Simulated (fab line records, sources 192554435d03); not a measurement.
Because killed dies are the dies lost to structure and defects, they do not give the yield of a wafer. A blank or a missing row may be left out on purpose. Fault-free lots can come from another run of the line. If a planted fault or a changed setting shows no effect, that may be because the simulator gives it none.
fab line records / flow n5-finfet / part 2 of 2: steps 23 to 29 of 29
record lots=5 wafers=15 last-day=19
route steps=1938 shown DUMMY_GATE@214
lots that met no fault: taken from a fault-free run of the same line
start-h: the number of hours between the record's first day and the start of the first shown wafer of the lot / wait-h: how many hours have passed since the lot's step before this one / " repeats the value in the row above / L1.1+2: a single row standing in for several wafers / - either no value or no given start / * or withheld: withheld / < > ~ a bound
route shown NAME@n: names a module that has steps shown in the file, with the first one's number in the route / usual: mean/standard deviation taken from wafers without a fault / same: alike in all rows / chamber/n: place in a boat / sites: the reading at each site / _std_site: their standard deviation / _edge_site: mean of outer sites minus mean of inner sites / radius-mm: for every site, how far away it sits from the centre of the wafer / mask NAME#n: copy n / behind: the last tool/chamber to shape the wafer / hold: cause of the lot's hold/its duration in hours/its outcome / device: names the non-switching transistor (n, p or np) / end of line: at the end of the route, the tests of the same wafers / where a step has no rows: the recipe by itself / killed: count of dies lost to structure and defects at first sort (not the wafer's yield) / map: a wafer's dies, x killed, . not, _ none there
set.NAME: setting as actually run; set.NAME@STEP: the setting as run at that earlier step / model.NAME: the simulator's own value behind a step, which no gauge read
lots at some steps of the route; a table a step, a row a wafer
services: the hour from which a tool's chamber was out of use, counted from the record's first day as start-h (under 0 if before that day), plus the number of hours and why
## steps
# step N5_DUMMY_GATE_ETCH_36
# recipe chemistry=CF4 target=SiARC target-depth-a=130 pressure-mtorr=40 source-w=545 bias-w=36 Ar_flow_sccm=100 cf4-flow-sccm=100 ion-energy-ev=80
# usual drypump-motor-current-A=5.80/0.29 oes-product-au=0.79/0.065 rf-vpp-V=184.0/1.4 showerhead-plenum-p-Torr=2.15/0.081 throttle-valve-pct=15.56/0.22
lot.wafer=L077.3 tool=rie-diel-06 chamber=2 start-h=73.54 wait-h=0.0 drypump-motor-current-A=5.99 oes-product-au=0.77 rf-hours-counter-h=95 rf-vpp-V=184.2 showerhead-plenum-p-Torr=2.07 throttle-valve-pct=15.57
lot.wafer=L077.4 tool=rie-diel-06 chamber=1 start-h=73.54 wait-h=0.0 drypump-motor-current-A=6.30 oes-product-au=0.76 rf-hours-counter-h=186 rf-vpp-V=183.4 showerhead-plenum-p-Torr=2.05 throttle-valve-pct=15.45
lot.wafer=L077.6 tool=rie-diel-06 chamber=1 start-h=73.54 wait-h=0.0 drypump-motor-current-A=6.28 oes-product-au=0.76 rf-hours-counter-h=- rf-vpp-V=182.2 showerhead-plenum-p-Torr=2.05 throttle-valve-pct=15.44
lot.wafer=L079.4 tool=rie-diel-06 chamber=3 start-h=81.35 wait-h=0.0 drypump-motor-current-A=5.40 oes-product-au=0.88 rf-hours-counter-h=19 rf-vpp-V=186.0 showerhead-plenum-p-Torr=2.29 throttle-valve-pct=15.61
lot.wafer=L079.5 tool=rie-diel-06 chamber=1 start-h=81.35 wait-h=0.0 drypump-motor-current-A=6.24 oes-product-au=0.77 rf-hours-counter-h=- rf-vpp-V=182.8 showerhead-plenum-p-Torr=2.05 throttle-valve-pct=15.42
lot.wafer=L079.6 tool=rie-diel-06 chamber=2 start-h=81.35 wait-h=0.0 drypump-motor-current-A=6.00 oes-product-au=0.77 rf-hours-counter-h=- rf-vpp-V=182.6 showerhead-plenum-p-Torr=2.07 throttle-valve-pct=15.57
lot.wafer=L091.2 tool=rie-diel-05 chamber=2 start-h=149.00 wait-h=0.0 drypump-motor-current-A=5.70 oes-product-au=0.69 rf-hours-counter-h=223 rf-vpp-V=183.8 showerhead-plenum-p-Torr=2.12 throttle-valve-pct=16.02
lot.wafer=L091.4 tool=rie-diel-05 chamber=3 start-h=149.00 wait-h=0.0 drypump-motor-current-A=5.76 oes-product-au=0.86 rf-hours-counter-h=76 rf-vpp-V=184.0 showerhead-plenum-p-Torr=2.09 throttle-valve-pct=15.26
lot.wafer=L091.5 tool=rie-diel-05 chamber=3 start-h=149.00 wait-h=0.0 drypump-motor-current-A=5.75 oes-product-au=0.87 rf-hours-counter-h=- rf-vpp-V=182.7 showerhead-plenum-p-Torr=2.09 throttle-valve-pct=15.25
lot.wafer=L092.1 tool=rie-diel-06 chamber=1 start-h=159.08 wait-h=0.0 drypump-motor-current-A=6.26 oes-product-au=0.75 rf-hours-counter-h=204 rf-vpp-V=182.4 showerhead-plenum-p-Torr=2.05 throttle-valve-pct=15.47
lot.wafer=L092.2 tool=rie-diel-06 chamber=3 start-h=159.08 wait-h=0.0 drypump-motor-current-A=5.44 oes-product-au=0.83 rf-hours-counter-h=41 rf-vpp-V=185.3 showerhead-plenum-p-Torr=2.28 throttle-valve-pct=15.67
lot.wafer=L092.6 tool=rie-diel-06 chamber=3 start-h=159.08 wait-h=0.0 drypump-motor-current-A=5.41 oes-product-au=0.83 rf-hours-counter-h=- rf-vpp-V=186.3 showerhead-plenum-p-Torr=2.28 throttle-valve-pct=15.67
lot.wafer=L097.2 tool=rie-diel-01 chamber=1 start-h=187.77 wait-h=0.0 drypump-motor-current-A=6.12 oes-product-au=0.83 rf-hours-counter-h=69 rf-vpp-V=183.4 showerhead-plenum-p-Torr=2.16 throttle-valve-pct=15.52
lot.wafer=L097.4 tool=rie-diel-01 chamber=2 start-h=187.77 wait-h=0.0 drypump-motor-current-A=5.67 oes-product-au=0.72 rf-hours-counter-h=207 rf-vpp-V=185.7 showerhead-plenum-p-Torr=2.19 throttle-valve-pct=15.79
lot.wafer=L097.6 tool=rie-diel-01 chamber=2 start-h=187.77 wait-h=0.0 drypump-motor-current-A=5.67 oes-product-au=0.71 rf-hours-counter-h=- rf-vpp-V=184.8 showerhead-plenum-p-Torr=2.19 throttle-valve-pct=15.80
# step N5_DUMMY_GATE_ETCH_37
# recipe chemistry=N2/H2 target=SOC target-depth-a=600 overetch-a=300 temp-c=40 ion-energy-ev=200 pressure-mtorr=30 source-w=840 bias-w=150 n2-flow-sccm=200 h2-flow-sccm=200
# usual drypump-motor-current-A=5.81/0.29 n2-flow-sccm=200.1/0.65 oes-product-au=0.63/0.05 rf-vpp-V=524.0/2.7 showerhead-plenum-p-Torr=2.55/0.095 throttle-valve-pct=17.78/0.26
lot.wafer=L077.3 tool=rie-diel-06 chamber=2 start-h=73.58 wait-h=0.0 drypump-motor-current-A=6.01 n2-flow-sccm=200.6 oes-product-au=0.61 rf-hours-counter-h=95 rf-vpp-V=522.3 showerhead-plenum-p-Torr=2.48 throttle-valve-pct=18.11
lot.wafer=L077.4 tool=rie-diel-06 chamber=1 start-h=73.58 wait-h=0.0 drypump-motor-current-A=6.31 n2-flow-sccm=200.7 oes-product-au=0.60 rf-hours-counter-h=186 rf-vpp-V=521.3 showerhead-plenum-p-Torr=2.44 throttle-valve-pct=17.59
lot.wafer=L077.6 tool=rie-diel-06 chamber=1 start-h=73.58 wait-h=0.0 drypump-motor-current-A=6.27 n2-flow-sccm=201.1 oes-product-au=0.60 rf-hours-counter-h=- rf-vpp-V=522.1 showerhead-plenum-p-Torr=2.44 throttle-valve-pct=17.62
lot.wafer=L079.4 tool=rie-diel-06 chamber=3 start-h=81.39 wait-h=0.0 drypump-motor-current-A=5.44 n2-flow-sccm=199.7 oes-product-au=0.71 rf-hours-counter-h=19 rf-vpp-V=527.2 showerhead-plenum-p-Torr=2.71 throttle-valve-pct=17.74
lot.wafer=L079.5 tool=rie-diel-06 chamber=1 start-h=81.39 wait-h=0.0 drypump-motor-current-A=6.27 n2-flow-sccm=200.5 oes-product-au=0.60 rf-hours-counter-h=- rf-vpp-V=521.9 showerhead-plenum-p-Torr=2.43 throttle-valve-pct=17.61
lot.wafer=L079.6 tool=rie-diel-06 chamber=2 start-h=81.39 wait-h=0.0 drypump-motor-current-A=6.03 n2-flow-sccm=200.2 oes-product-au=0.62 rf-hours-counter-h=- rf-vpp-V=522.9 showerhead-plenum-p-Torr=2.48 throttle-valve-pct=18.11
lot.wafer=L091.2 tool=rie-diel-05 chamber=2 start-h=149.04 wait-h=0.0 drypump-motor-current-A=5.70 n2-flow-sccm=200.0 oes-product-au=0.56 rf-hours-counter-h=223 rf-vpp-V=522.7 showerhead-plenum-p-Torr=2.51 throttle-valve-pct=18.16
lot.wafer=L091.4 tool=rie-diel-05 chamber=3 start-h=149.04 wait-h=0.0 drypump-motor-current-A=5.74 n2-flow-sccm=200.9 oes-product-au=0.67 rf-hours-counter-h=77 rf-vpp-V=521.8 showerhead-plenum-p-Torr=2.48 throttle-valve-pct=17.45
lot.wafer=L091.5 tool=rie-diel-05 chamber=3 start-h=149.04 wait-h=0.0 drypump-motor-current-A=5.75 n2-flow-sccm=200.3 oes-product-au=0.67 rf-hours-counter-h=- rf-vpp-V=520.8 showerhead-plenum-p-Torr=2.48 throttle-valve-pct=17.45
lot.wafer=L092.1 tool=rie-diel-06 chamber=1 start-h=159.12 wait-h=0.0 drypump-motor-current-A=6.29 n2-flow-sccm=200.8 oes-product-au=0.58 rf-hours-counter-h=204 rf-vpp-V=519.3 showerhead-plenum-p-Torr=2.43 throttle-valve-pct=17.63
lot.wafer=L092.2 tool=rie-diel-06 chamber=3 start-h=159.12 wait-h=0.0 drypump-motor-current-A=5.43 n2-flow-sccm=200.5 oes-product-au=0.68 rf-hours-counter-h=41 rf-vpp-V=527.8 showerhead-plenum-p-Torr=2.70 throttle-valve-pct=17.79
lot.wafer=L092.6 tool=rie-diel-06 chamber=3 start-h=159.12 wait-h=0.0 drypump-motor-current-A=5.43 n2-flow-sccm=199.8 oes-product-au=0.68 rf-hours-counter-h=- rf-vpp-V=528.6 showerhead-plenum-p-Torr=2.70 throttle-valve-pct=17.79
lot.wafer=L097.2 tool=rie-diel-01 chamber=1 start-h=187.81 wait-h=0.0 drypump-motor-current-A=6.08 n2-flow-sccm=200.6 oes-product-au=0.65 rf-hours-counter-h=69 rf-vpp-V=523.8 showerhead-plenum-p-Torr=2.59 throttle-valve-pct=17.92
lot.wafer=L097.4 tool=rie-diel-01 chamber=2 start-h=187.81 wait-h=0.0 drypump-motor-current-A=5.67 n2-flow-sccm=199.1 oes-product-au=0.56 rf-hours-counter-h=207 rf-vpp-V=527.9 showerhead-plenum-p-Torr=2.64 throttle-valve-pct=18.12
lot.wafer=L097.6 tool=rie-diel-01 chamber=2 start-h=187.81 wait-h=0.0 drypump-motor-current-A=5.67 n2-flow-sccm=198.7 oes-product-au=0.56 rf-hours-counter-h=- rf-vpp-V=525.9 showerhead-plenum-p-Torr=2.64 throttle-valve-pct=18.13
# step N5_DUMMY_GATE_STRIP_38
# recipe chemistry=N2/H2 temp-c=40 n2-flow-sccm=200 h2-flow-sccm=200 rf-frequency-hz=6e+07
lot.wafer=L077.3+4+6 tool=rie-diel-06 chamber=2,1,1 start-h=73.62 wait-h=0.0
lot.wafer=L079.4+5+6 tool=rie-diel-06 chamber=3,1,2 start-h=81.43 wait-h=0.0
lot.wafer=L091.2+4+5 tool=rie-diel-05 chamber=2,3,3 start-h=149.08 wait-h=0.0
lot.wafer=L092.1+2+6 tool=rie-diel-06 chamber=1,3,3 start-h=159.16 wait-h=0.0
lot.wafer=L097.2+4+6 tool=rie-diel-01 chamber=1,2,2 start-h=187.85 wait-h=0.0
# step N5_DUMMY_GATE_STRIP_39
# recipe chemistry=N2/H2 temp-c=40 n2-flow-sccm=200 h2-flow-sccm=200 rf-frequency-hz=6e+07
lot.wafer=L077.3+4+6 tool=rie-diel-06 chamber=2,1,1 start-h=73.63 wait-h=0.0
lot.wafer=L079.4+5+6 tool=rie-diel-06 chamber=3,1,2 start-h=81.44 wait-h=0.0
lot.wafer=L091.2+4+5 tool=rie-diel-05 chamber=2,3,3 start-h=149.09 wait-h=0.0
lot.wafer=L092.1+2+6 tool=rie-diel-06 chamber=1,3,3 start-h=159.17 wait-h=0.0
lot.wafer=L097.2+4+6 tool=rie-diel-01 chamber=1,2,2 start-h=187.86 wait-h=0.0
# step N5_DUMMY_GATE_TRIM_49
# recipe chemistry=O2 resist=SOC time-s=29 target-cd-nm=14 source-power-w=300 bias-power-w=0 O2_flow_sccm=100 temp-c=20
# usual drypump-motor-current-A=5.6/0.37 oes-product-au=0.997/0.016 throttle-valve-pct=8.17/0.12
lot.wafer=L077.3 tool=rie-si-05 chamber=1 start-h=73.70 wait-h=0.1 drypump-motor-current-A=5.8 oes-product-au=1.003 rf-hours-counter-h=- throttle-valve-pct=8.19
lot.wafer=L077.4 tool=rie-si-05 chamber=3 start-h=73.70 wait-h=0.1 drypump-motor-current-A=5.5 oes-product-au=0.986 rf-hours-counter-h=- throttle-valve-pct=8.27
lot.wafer=L077.6 tool=rie-si-05 chamber=3 start-h=73.70 wait-h=0.1 drypump-motor-current-A=5.5 oes-product-au=0.983 rf-hours-counter-h=- throttle-valve-pct=8.29
lot.wafer=L079.4 tool=rie-si-02 chamber=2 start-h=81.47 wait-h=0.0 drypump-motor-current-A=5.7 oes-product-au=1.009 rf-hours-counter-h=66 throttle-valve-pct=8.22
lot.wafer=L079.5 tool=rie-si-02 chamber=1 start-h=81.47 wait-h=0.0 drypump-motor-current-A=5.7 oes-product-au=1.012 rf-hours-counter-h=- throttle-valve-pct=8.34
lot.wafer=L079.6 tool=rie-si-02 chamber=0 start-h=81.47 wait-h=0.0 drypump-motor-current-A=5.5 oes-product-au=1.033 rf-hours-counter-h=- throttle-valve-pct=8.11
lot.wafer=L091.2 tool=rie-si-05 chamber=2 start-h=149.12 wait-h=0.0 drypump-motor-current-A=5.3 oes-product-au=0.993 rf-hours-counter-h=79 throttle-valve-pct=8.01
lot.wafer=L091.4 tool=rie-si-05 chamber=1 start-h=149.12 wait-h=0.0 drypump-motor-current-A=5.8 oes-product-au=0.998 rf-hours-counter-h=150 throttle-valve-pct=8.20
lot.wafer=L091.5 tool=rie-si-05 chamber=2 start-h=149.12 wait-h=0.0 drypump-motor-current-A=5.3 oes-product-au=0.991 rf-hours-counter-h=- throttle-valve-pct=8.00
lot.wafer=L092.1 tool=rie-si-02 chamber=0 start-h=159.20 wait-h=0.0 drypump-motor-current-A=5.5 oes-product-au=1.017 rf-hours-counter-h=124 throttle-valve-pct=8.10
lot.wafer=L092.2 tool=rie-si-02 chamber=1 start-h=159.20 wait-h=0.0 drypump-motor-current-A=5.8 oes-product-au=1.013 rf-hours-counter-h=96 throttle-valve-pct=8.37
lot.wafer=L092.6 tool=rie-si-02 chamber=3 start-h=159.20 wait-h=0.0 drypump-motor-current-A=6.6 oes-product-au=1.015 rf-hours-counter-h=- throttle-valve-pct=8.14
lot.wafer=L097.2 tool=rie-si-06 chamber=0 start-h=187.89 wait-h=0.0 drypump-motor-current-A=5.7 oes-product-au=0.992 rf-hours-counter-h=109 throttle-valve-pct=8.04
lot.wafer=L097.4 tool=rie-si-06 chamber=3 start-h=187.89 wait-h=0.0 drypump-motor-current-A=5.1 oes-product-au=1.011 rf-hours-counter-h=152 throttle-valve-pct=8.27
lot.wafer=L097.6 tool=rie-si-06 chamber=1 start-h=187.89 wait-h=0.0 drypump-motor-current-A=5.4 oes-product-au=0.963 rf-hours-counter-h=- throttle-valve-pct=8.32
# step N5_DUMMY_GATE_STRIP_40
# recipe chemistry=CF4 resist=SiARC power-w=300 bias-power-w=75 pressure-mtorr=50 cf4-flow-sccm=150 rf-frequency-hz=6e+07
# usual drypump-motor-current-A=5.74/0.28 oes-product-au=0.77/0.062 power-w=300.0/0.87 rf-vpp-V=271.1/1.5 showerhead-plenum-p-Torr=1.79/0.057 throttle-valve-pct=13.59/0.26
lot.wafer=L077.3 tool=rie-diel-05 chamber=3 start-h=73.80 wait-h=0.1 drypump-motor-current-A=5.74 oes-product-au=0.86 power-w=300.9 rf-hours-counter-h=54 rf-vpp-V=270.1 showerhead-plenum-p-Torr=1.76 throttle-valve-pct=13.17
lot.wafer=L077.4 tool=rie-diel-05 chamber=2 start-h=73.80 wait-h=0.1 drypump-motor-current-A=5.63 oes-product-au=0.72 power-w=300.3 rf-hours-counter-h=204 rf-vpp-V=269.9 showerhead-plenum-p-Torr=1.78 throttle-valve-pct=13.99
lot.wafer=L077.6 tool=rie-diel-05 chamber=0 start-h=73.80 wait-h=0.1 drypump-motor-current-A=5.81 oes-product-au=0.75 power-w=299.3 rf-hours-counter-h=- rf-vpp-V=274.1 showerhead-plenum-p-Torr=1.79 throttle-valve-pct=13.67
lot.wafer=L079.4 tool=rie-diel-01 chamber=1 start-h=81.62 wait-h=0.1 drypump-motor-current-A=6.14 oes-product-au=0.87 power-w=299.0 rf-hours-counter-h=38 rf-vpp-V=273.4 showerhead-plenum-p-Torr=1.80 throttle-valve-pct=13.34
lot.wafer=L079.5 tool=rie-diel-01 chamber=2 start-h=81.62 wait-h=0.1 drypump-motor-current-A=5.65 oes-product-au=0.72 power-w=300.4 rf-hours-counter-h=- rf-vpp-V=272.3 showerhead-plenum-p-Torr=1.83 throttle-valve-pct=13.67
lot.wafer=L079.6 tool=rie-diel-01 chamber=1 start-h=81.62 wait-h=0.1 drypump-motor-current-A=6.12 oes-product-au=0.86 power-w=298.2 rf-hours-counter-h=- rf-vpp-V=272.7 showerhead-plenum-p-Torr=1.80 throttle-valve-pct=13.33
lot.wafer=L091.2 tool=rie-diel-01 chamber=1 start-h=149.45 wait-h=0.3 drypump-motor-current-A=6.11 oes-product-au=0.84 power-w=300.4 rf-hours-counter-h=58 rf-vpp-V=271.9 showerhead-plenum-p-Torr=1.79 throttle-valve-pct=13.38
lot.wafer=L091.4 tool=rie-diel-01 chamber=0 start-h=149.45 wait-h=0.3 drypump-motor-current-A=5.65 oes-product-au=0.84 power-w=299.1 rf-hours-counter-h=- rf-vpp-V=269.3 showerhead-plenum-p-Torr=1.74 throttle-valve-pct=13.08
lot.wafer=L091.5 tool=rie-diel-01 chamber=3 start-h=149.45 wait-h=0.3 drypump-motor-current-A=5.83 oes-product-au=0.69 power-w=300.5 rf-hours-counter-h=- rf-vpp-V=271.0 showerhead-plenum-p-Torr=1.85 throttle-valve-pct=13.76
lot.wafer=L092.1 tool=rie-diel-06 chamber=0 start-h=159.58 wait-h=0.3 drypump-motor-current-A=5.90 oes-product-au=0.75 power-w=300.7 rf-hours-counter-h=141 rf-vpp-V=273.0 showerhead-plenum-p-Torr=1.87 throttle-valve-pct=13.61
lot.wafer=L092.2 tool=rie-diel-06 chamber=3 start-h=159.58 wait-h=0.3 drypump-motor-current-A=5.41 oes-product-au=0.85 power-w=300.0 rf-hours-counter-h=42 rf-vpp-V=272.1 showerhead-plenum-p-Torr=1.91 throttle-valve-pct=13.61
lot.wafer=L092.6 tool=rie-diel-06 chamber=0 start-h=159.58 wait-h=0.3 drypump-motor-current-A=5.90 oes-product-au=0.75 power-w=300.9 rf-hours-counter-h=- rf-vpp-V=271.3 showerhead-plenum-p-Torr=1.87 throttle-valve-pct=13.59
lot.wafer=L097.2 tool=rie-diel-05 chamber=1 start-h=187.99 wait-h=0.1 drypump-motor-current-A=5.19 oes-product-au=0.71 power-w=300.0 rf-hours-counter-h=175 rf-vpp-V=270.0 showerhead-plenum-p-Torr=1.72 throttle-valve-pct=13.93
lot.wafer=L097.4 tool=rie-diel-05 chamber=1 start-h=187.99 wait-h=0.1 drypump-motor-current-A=5.20 oes-product-au=0.72 power-w=299.6 rf-hours-counter-h=- rf-vpp-V=270.6 showerhead-plenum-p-Torr=1.72 throttle-valve-pct=13.91
lot.wafer=L097.6 tool=rie-diel-05 chamber=0 start-h=187.99 wait-h=0.1 drypump-motor-current-A=5.76 oes-product-au=0.73 power-w=298.7 rf-hours-counter-h=- rf-vpp-V=271.4 showerhead-plenum-p-Torr=1.78 throttle-valve-pct=13.74
# step N5_DUMMY_GATE_CD_MEAS_50
# recipe target-cd-nm=14
# usual cd-nm=14.1/0.48
lot.wafer=L077.3 tool=cd-sem-01 chamber=- start-h=73.85 wait-h=0.0 cd-nm=13.7
lot.wafer=L077.4 tool=cd-sem-01 chamber=- start-h=73.85 wait-h=0.0 cd-nm=13.3
lot.wafer=L077.6 tool=cd-sem-01 chamber=- start-h=73.85 wait-h=0.0 cd-nm=13.6
lot.wafer=L079.4 tool=cd-sem-01 chamber=- start-h=81.68 wait-h=0.0 cd-nm=13.7
lot.wafer=L079.5 tool=cd-sem-01 chamber=- start-h=81.68 wait-h=0.0 cd-nm=13.6
lot.wafer=L079.6 tool=cd-sem-01 chamber=- start-h=81.68 wait-h=0.0 cd-nm=13.8
lot.wafer=L091.2 tool=cd-sem-03 chamber=- start-h=149.50 wait-h=0.0 cd-nm=13.9
lot.wafer=L091.4 tool=cd-sem-03 chamber=- start-h=149.50 wait-h=0.0 cd-nm=14.1
lot.wafer=L091.5 tool=cd-sem-03 chamber=- start-h=149.50 wait-h=0.0 cd-nm=14.2
lot.wafer=L092.1 tool=cd-sem-01 chamber=- start-h=159.63 wait-h=0.0 cd-nm=14.3
lot.wafer=L092.2 tool=cd-sem-01 chamber=- start-h=159.63 wait-h=0.0 cd-nm=14.4
lot.wafer=L092.6 tool=cd-sem-01 chamber=- start-h=159.63 wait-h=0.0 cd-nm=14.5
lot.wafer=L097.2 tool=cd-sem-03 chamber=- start-h=188.04 wait-h=0.0 cd-nm=13.7
lot.wafer=L097.4 tool=cd-sem-03 chamber=- start-h=188.04 wait-h=0.0 cd-nm=14.3
lot.wafer=L097.6 tool=cd-sem-03 chamber=- start-h=188.04 wait-h=0.0 cd-nm=14.5
## services
tool=rie-diel-05 chamber=- start-h=36.84 hours=3.3 kind=repair
tool=lpcvd-01 chamber=- start-h=40.81 hours=28.1 kind=pm
tool=rie-diel-01 chamber=0 start-h=41.96 hours=13.1 kind=repair
tool=euv-scanner-01 chamber=- start-h=45.50 hours=1.6 kind=repair
tool=rie-diel-05 chamber=1 start-h=47.74 hours=9.5 kind=repair
tool=pecvd-01 chamber=2 start-h=50.15 hours=7.6 kind=repair
tool=rie-diel-06 chamber=- start-h=55.42 hours=2.8 kind=pm
tool=pecvd-01 chamber=1 start-h=56.72 hours=9.6 kind=repair
tool=rie-diel-05 chamber=3 start-h=59.32 hours=3.6 kind=repair
tool=wet-bench-05 chamber=- start-h=69.57 hours=1.0 kind=repair
tool=rie-si-05 chamber=0 start-h=70.52 hours=6.4 kind=repair
tool=euv-scanner-01 chamber=- start-h=76.02 hours=1.0 kind=pm
tool=rie-diel-05 chamber=2 start-h=86.52 hours=6.5 kind=repair
tool=euv-scanner-01 chamber=- start-h=132.17 hours=1.0 kind=pm
tool=rie-diel-06 chamber=- start-h=132.24 hours=0.2 kind=repair
tool=rie-diel-01 chamber=2 start-h=137.63 hours=13.2 kind=repair
tool=rie-diel-06 chamber=- start-h=142.13 hours=0.4 kind=repair
tool=rie-diel-01 chamber=3 start-h=145.39 hours=3.7 kind=repair
tool=rie-diel-05 chamber=3 start-h=162.96 hours=6.1 kind=repair
tool=wet-bench-05 chamber=- start-h=170.40 hours=1.9 kind=pm
tool=rie-diel-05 chamber=2 start-h=176.92 hours=13.9 kind=repair
tool=rie-diel-06 chamber=0 start-h=177.68 hours=4.9 kind=repair
tool=rie-diel-06 chamber=- start-h=185.73 hours=0.7 kind=repair
tool=euv-scanner-01 chamber=- start-h=185.95 hours=4.6 kind=pm
